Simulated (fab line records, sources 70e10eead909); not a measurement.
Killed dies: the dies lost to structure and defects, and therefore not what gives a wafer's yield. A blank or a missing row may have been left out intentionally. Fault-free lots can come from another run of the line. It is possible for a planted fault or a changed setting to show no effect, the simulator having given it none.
Which of the tools did it? :: flow nandHarc :: 36 wafers from 12 lots sampled at 5 of the route's 1302 steps

WHAT THE GAUGES READ, wafer by wafer
NHARC_END_SORT_01. Usual: killedAtArray 64, standard deviation 16; killedAtOther 1.0, standard deviation 1.1; killedAtPeriphery 3.5, standard deviation 2.3; killedDies 69, standard deviation 17; killedOpen 3.2, standard deviation 1.6; killedShort 2.4, standard deviation 1.6.
lot: L197
measured: day 26 01:19
on: prober-02
killedAtArray: 83 75 88
killedAtOther: 3 3 4
killedAtPeriphery: 2 2 6
killedDies: 88 80 98
killedOpen: 5 3 2
killedShort: 3 2 5
flag: 

lot: L198
measured: day 26 21:53
on: prober-01
killedAtArray: 71 74 78
killedAtOther: 1 0 0
killedAtPeriphery: 2 2 2
killedDies: 74 76 80
killedOpen: 5 6 4
killedShort: 1 2 3
flag: 

EACH LOT AND THE TOOL THAT RAN IT (in order: tool; ch and the chambers of the sampled wafers; start)
lot: L192
NHARC_A_CONTACT_DEP_29: pecvd-02 ch 0,2, day 21 04:59
NHARC_A_CONTACT_ETCH_51: rieDiel-07 ch 0,2,3, day 21 07:25
NHARC_A_CONTACT_ETCH_116: harCapEtch-01 ch 1, day 21 09:23
NHARC_A_CONTACT_ETCH_118: harCapEtch-01 ch 1, day 21 09:44

lot: L194
NHARC_A_CONTACT_DEP_29: pecvd-02 ch 1,2, day 21 22:47
NHARC_A_CONTACT_ETCH_51: rieDiel-04 ch 0,1, day 22 00:26
NHARC_A_CONTACT_ETCH_116: harCapEtch-02 ch 0,1, day 22 02:24
NHARC_A_CONTACT_ETCH_118: harCapEtch-02 ch 0,1, day 22 02:45

lot: L195
NHARC_A_CONTACT_DEP_29: pecvd-01 ch 1,2, day 22 01:25
NHARC_A_CONTACT_ETCH_51: rieDiel-07 ch 0,3, day 22 02:53
NHARC_A_CONTACT_ETCH_116: harCapEtch-03 ch 0,1, day 22 04:59
NHARC_A_CONTACT_ETCH_118: harCapEtch-03 ch 0,1, day 22 05:19

lot: L197
NHARC_A_CONTACT_DEP_29: pecvd-01 ch 1,2, day 23 00:19
NHARC_A_CONTACT_ETCH_51: rieDiel-11 ch 1,2, day 23 01:50
NHARC_A_CONTACT_ETCH_116: harCapEtch-03 ch 0,1, day 23 03:59
NHARC_A_CONTACT_ETCH_118: harCapEtch-03 ch 0,1, day 23 04:19

lot: L198
NHARC_A_CONTACT_DEP_29: pecvd-02 ch 0,2, day 23 22:08
NHARC_A_CONTACT_ETCH_51: rieDiel-07 ch 0,2, day 23 23:37
NHARC_A_CONTACT_ETCH_116: harCapEtch-01 ch 0,1, day 24 01:41
NHARC_A_CONTACT_ETCH_118: harCapEtch-01 ch 0,1, day 24 02:02

lot: L199
NHARC_A_CONTACT_DEP_29: pecvd-01 ch 1,2, day 24 16:09
NHARC_A_CONTACT_ETCH_51: rieDiel-07 ch 1,3, day 24 18:06
NHARC_A_CONTACT_ETCH_116: harCapEtch-02 ch 0,1, day 24 20:10
NHARC_A_CONTACT_ETCH_118: harCapEtch-02 ch 0,1, day 24 20:30

lot: L200
NHARC_A_CONTACT_DEP_29: pecvd-01 ch 0,1,2, day 25 14:42
NHARC_A_CONTACT_ETCH_51: rieDiel-07 ch 0,2,3, day 25 16:13
NHARC_A_CONTACT_ETCH_116: harCapEtch-03 ch 0,1, day 25 18:19
NHARC_A_CONTACT_ETCH_118: harCapEtch-03 ch 0,1, day 25 18:40

lot: L202
NHARC_A_CONTACT_DEP_29: pecvd-01 ch 0,1,2, day 25 21:13
NHARC_A_CONTACT_ETCH_51: rieDiel-07 ch 0,1,2, day 25 22:44
NHARC_A_CONTACT_ETCH_116: harCapEtch-01 ch 0,1, day 26 00:50
NHARC_A_CONTACT_ETCH_118: harCapEtch-01 ch 0,1, day 26 01:10

lot: L205
NHARC_A_CONTACT_DEP_29: pecvd-02 ch 1,2, day 27 04:40
NHARC_A_CONTACT_ETCH_51: rieDiel-07 ch 0,2, day 27 06:18
NHARC_A_CONTACT_ETCH_116: harCapEtch-03 ch 0,1, day 27 08:19
NHARC_A_CONTACT_ETCH_118: harCapEtch-03 ch 0,1, day 27 08:39

lot: L210
NHARC_A_CONTACT_DEP_29: pecvd-02 ch 0,1,2, day 28 19:55
NHARC_A_CONTACT_ETCH_51: rieDiel-07 ch 0,2,3, day 28 21:45
NHARC_A_CONTACT_ETCH_116: harCapEtch-03 ch 0,1, day 28 23:33
NHARC_A_CONTACT_ETCH_118: harCapEtch-03 ch 0,1, day 28 23:53

lot: L212
NHARC_A_CONTACT_DEP_29: pecvd-02 ch 0,1,2, day 29 03:05
NHARC_A_CONTACT_ETCH_51: rieDiel-07 ch 1,2,3, day 29 04:44
NHARC_A_CONTACT_ETCH_116: harCapEtch-01 ch 0,1, day 29 07:07
NHARC_A_CONTACT_ETCH_118: harCapEtch-01 ch 0,1, day 29 07:27

lot: L215
NHARC_A_CONTACT_DEP_29: pecvd-01 ch 0,1,2, day 31 00:57
NHARC_A_CONTACT_ETCH_51: rieDiel-11 ch 1,2, day 31 02:22
NHARC_A_CONTACT_ETCH_116: harCapEtch-01 ch 0,1, day 31 04:28
NHARC_A_CONTACT_ETCH_118: harCapEtch-01 ch 0,1, day 31 04:48
- NHARC_A_CONTACT_DEP_29: deposits SiON, target thk 100 nm.
- NHARC_A_CONTACT_ETCH_51: etches the open film in O2/COS, target depth 7000 nm, time 1820 s.
- NHARC_A_CONTACT_ETCH_116: etches the open film in C4F8/O2/Ar, time 190 s, target depth 1850 nm.
- NHARC_A_CONTACT_ETCH_118: etches the open film in C4F8/O2/Ar, time 190 s, target depth 1850 nm.

WHAT THE TOOLS THEMSELVES READ (means of the sampled wafers that have a number; where no wafer has one, the mark that the record gives instead)
NHARC_A_CONTACT_DEP_29. Usual: chamberPressureTorr 3.500 Torr, standard deviation 0.0072; heaterPowerW 742 W, standard deviation 100; rfFwdPowerW 348.4 W, standard deviation 0.97.
lot: L192
tool: pecvd-02
chamberPressureTorr (Torr): 3.498
heaterPowerW (W): 689
rfFwdPowerW (W): 347.9
flag: 

lot: L194
tool: pecvd-02
chamberPressureTorr (Torr): 3.498
heaterPowerW (W): 568
rfFwdPowerW (W): 348.0
flag: 

lot: L195
tool: pecvd-01
chamberPressureTorr (Torr): 3.499
heaterPowerW (W): 890
rfFwdPowerW (W): 347.3
flag: 

lot: L197
tool: pecvd-01
chamberPressureTorr (Torr): 3.497
heaterPowerW (W): 793
rfFwdPowerW (W): 348.9
flag: 

lot: L198
tool: pecvd-02
chamberPressureTorr (Torr): 3.499
heaterPowerW (W): 666
rfFwdPowerW (W): 347.7
flag: 

lot: L199
tool: pecvd-01
chamberPressureTorr (Torr): 3.497
heaterPowerW (W): 762
rfFwdPowerW (W): 348.2
flag: 

lot: L200
tool: pecvd-01
chamberPressureTorr (Torr): 3.499
heaterPowerW (W): 911
rfFwdPowerW (W): 348.0
flag: 

lot: L202
tool: pecvd-01
chamberPressureTorr (Torr): 3.493
heaterPowerW (W): 811
rfFwdPowerW (W): 348.5
flag: 

lot: L205
tool: pecvd-02
chamberPressureTorr (Torr): 3.500
heaterPowerW (W): 628
rfFwdPowerW (W): 347.5
flag: 

lot: L210
tool: pecvd-02
chamberPressureTorr (Torr): 3.498
heaterPowerW (W): 658
rfFwdPowerW (W): 349.4
flag: 

lot: L212
tool: pecvd-02
chamberPressureTorr (Torr): 3.500
heaterPowerW (W): 657
rfFwdPowerW (W): 348.6
flag: 

lot: L215
tool: pecvd-01
chamberPressureTorr (Torr): 3.502
heaterPowerW (W): 892
rfFwdPowerW (W): 347.7
flag: 

NHARC_A_CONTACT_ETCH_51. Usual: value, then standard deviation, for each; drypumpMotorCurrentA 5.9 A / 0.33; o2FlowSccm 399.8 sccm / 1.3; oesProductAu 1.002 a.u. / 0.0082; rfFwdPowerW 499.9 W / 1.5; rfVppV 315.2 V / 2; showerheadPlenumPTorr 3.20 Torr / 0.13; throttleValvePct 28.330 % / 0.0094.
lot: L192
tool: rieDiel-07
drypumpMotorCurrentA (A): 6.2
o2FlowSccm (sccm): 399.0
oesProductAu (a.u.): 1.001
rfFwdPowerW (W): 500.4
rfVppV (V): 316.3
showerheadPlenumPTorr (Torr): 3.27
throttleValvePct (%): 28.341
flag: 

lot: L194
tool: rieDiel-04
drypumpMotorCurrentA (A): 5.3
o2FlowSccm (sccm): 399.8
oesProductAu (a.u.): 1.004
rfFwdPowerW (W): 498.5
rfVppV (V): 313.7
showerheadPlenumPTorr (Torr): 3.07
throttleValvePct (%): 28.326
flag: 

lot: L195
tool: rieDiel-07
drypumpMotorCurrentA (A): 6.2
o2FlowSccm (sccm): 400.5
oesProductAu (a.u.): 1.013
rfFwdPowerW (W): 500.4
rfVppV (V): 315.2
showerheadPlenumPTorr (Torr): 3.22
throttleValvePct (%): 28.325
flag: 

lot: L197
tool: rieDiel-11
drypumpMotorCurrentA (A): 5.6
o2FlowSccm (sccm): 399.6
oesProductAu (a.u.): 0.996
rfFwdPowerW (W): 500.3
rfVppV (V): 312.0
showerheadPlenumPTorr (Torr): 3.00
throttleValvePct (%): 28.332
flag: 

lot: L198
tool: rieDiel-07
drypumpMotorCurrentA (A): 6.2
o2FlowSccm (sccm): 400.7
oesProductAu (a.u.): 1.004
rfFwdPowerW (W): 498.8
rfVppV (V): 316.5
showerheadPlenumPTorr (Torr): 3.28
throttleValvePct (%): 28.331
flag: 

lot: L199
tool: rieDiel-07
drypumpMotorCurrentA (A): 6.1
o2FlowSccm (sccm): 399.4
oesProductAu (a.u.): 0.999
rfFwdPowerW (W): 498.9
rfVppV (V): 315.9
showerheadPlenumPTorr (Torr): 3.22
throttleValvePct (%): 28.327
flag: 

lot: L200
tool: rieDiel-07
drypumpMotorCurrentA (A): 6.1
o2FlowSccm (sccm): 399.9
oesProductAu (a.u.): 1.008
rfFwdPowerW (W): 500.3
rfVppV (V): 315.9
showerheadPlenumPTorr (Torr): 3.26
throttleValvePct (%): 28.330
flag: 

lot: L202
tool: rieDiel-07
drypumpMotorCurrentA (A): 6.0
o2FlowSccm (sccm): 399.5
oesProductAu (a.u.): 1.000
rfFwdPowerW (W): 499.8
rfVppV (V): 315.7
showerheadPlenumPTorr (Torr): 3.28
throttleValvePct (%): 28.343
flag: 

lot: L205
tool: rieDiel-07
drypumpMotorCurrentA (A): 6.1
o2FlowSccm (sccm): 399.7
oesProductAu (a.u.): 1.005
rfFwdPowerW (W): 499.7
rfVppV (V): 317.0
showerheadPlenumPTorr (Torr): 3.31
throttleValvePct (%): 28.334
flag: 

lot: L210
tool: rieDiel-07
drypumpMotorCurrentA (A): 6.2
o2FlowSccm (sccm): 320.7
oesProductAu (a.u.): 0.994
rfFwdPowerW (W): 500.1
rfVppV (V): 316.0
showerheadPlenumPTorr (Torr): 2.83
throttleValvePct (%): 25.248
flag: OFF

lot: L212
tool: rieDiel-07
drypumpMotorCurrentA (A): 6.1
o2FlowSccm (sccm): 318.9
oesProductAu (a.u.): 1.005
rfFwdPowerW (W): 499.7
rfVppV (V): 316.8
showerheadPlenumPTorr (Torr): 2.83
throttleValvePct (%): 25.245
flag: OFF

lot: L215
tool: rieDiel-11
drypumpMotorCurrentA (A): 5.6
o2FlowSccm (sccm): 400.8
oesProductAu (a.u.): 0.991
rfFwdPowerW (W): 501.1
rfVppV (V): 317.0
showerheadPlenumPTorr (Torr): 3.29
throttleValvePct (%): 28.329
flag: 

THE ANSWER, worked out from the rows above alone
Rule: a lot is off if the mean of its wafers that have a number lies more than 3 standard deviations from the usual mean. A lot without any number at a reading at which 4 lots or more have one is off too. Where the step has rows for the other lots, those lots are counted as sound. Order of review: gauges by route order, followed by the tools' own readings, for which a lot's mean as printed above is used. At the first step where some lot is off, the reading lying furthest off is the one used; lots without a number count as furthest.
Off, at NHARC_A_CONTACT_ETCH_51 on throttleValvePct: L210, L212.
If a tool, at that step or one of the process steps before it, ran each lot that is off and ran no sound lot following the first of them, it fits. This does not decide it: 2 tools fit, namely pecvd-02 at NHARC_A_CONTACT_DEP_29 and rieDiel-07 at NHARC_A_CONTACT_ETCH_51.

WHAT HAD BEEN PUT IN BY THE SIMULATOR
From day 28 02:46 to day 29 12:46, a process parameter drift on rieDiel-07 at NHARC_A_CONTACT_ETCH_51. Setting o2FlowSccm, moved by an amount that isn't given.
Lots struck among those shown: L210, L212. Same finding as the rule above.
